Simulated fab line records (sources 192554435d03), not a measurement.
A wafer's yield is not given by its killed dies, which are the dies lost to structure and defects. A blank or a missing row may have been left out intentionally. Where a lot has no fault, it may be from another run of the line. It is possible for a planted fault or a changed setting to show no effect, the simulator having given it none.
The tool behind it: which one? -- flow n5 finfet -- at 1 step of a route of 1938, 14 lots with 41 wafers sampled

## WHAT EACH GAUGE READ, for each wafer
N5_BEOL_M1_OVL_MEAS_12.
lot,measured,on,M1_OVL (nm)
L536,day 6 01:18,overlay-01,-0.8 -0.7 -1.6
L537,day 6 10:26,overlay-02,0.8 0.7 0.7
L538,day 6 14:16,overlay-01,1.3 1.0 0.9
L539,day 6 22:20,overlay-02,-1.0 -0.2 -0.7
L543,day 7 17:47,overlay-02,-0.4 0.7
L545,day 8 07:37,overlay-02,-0.4 0.2 -0.6
L544,day 8 09:02,overlay-01,-0.7 -0.5 -0.2
L547,day 8 22:50,overlay-01,0.1 1.1 0.1
L551,day 10 00:02,overlay-02,-0.1 0.1 -1.3
L552,day 10 02:17,overlay-01,0.3 1.0 1.2
L553,day 10 05:37,overlay-02,-0.7 -0.3 0.0
L557,day 11 12:40,overlay-02,0.3 0.4 1.1
L558,day 11 16:27,overlay-01,0.0 0.0 0.8
L559,day 12 01:52,overlay-01,0.2 0.4 -1.1

## EACH LOT AND THE TOOL THAT RAN IT (in order: tool; ch and the chambers of the sampled wafers; start)
There is no process step in the record ahead of these readings.

## WHAT THE TOOLS THEMSELVES READ (means of the sampled wafers that have a number; where no wafer has one, the mark that the record gives instead)
The record holds no such reading with a usual standard deviation.

## THE ANSWER, worked out from the rows above alone
Rule: what is usual is taken from the lots themselves. Put in order of their means at a reading, lots are off if they are a third of the lots or fewer, leave a main group of 4 or more, and stand apart from it by a gap of 3 or more times the standard deviation of the main group's means; of several such gaps the widest counts. A main group whose means are all the same, to the digits that the tables above print for the reading, isn't used. A lot without any number at a reading at which 4 lots or more have one is off too. Any other lot the step has rows for is counted as sound. First the gauges in route order, then the tools' own readings, where a lot's mean is used as printed above. At the first step where some lot is off, the reading lying furthest off is the one used; lots without a number count as furthest.
Nothing can be told from this: no lot is off at any reading shown.

## WHAT HAD BEEN PUT IN BY THE SIMULATOR
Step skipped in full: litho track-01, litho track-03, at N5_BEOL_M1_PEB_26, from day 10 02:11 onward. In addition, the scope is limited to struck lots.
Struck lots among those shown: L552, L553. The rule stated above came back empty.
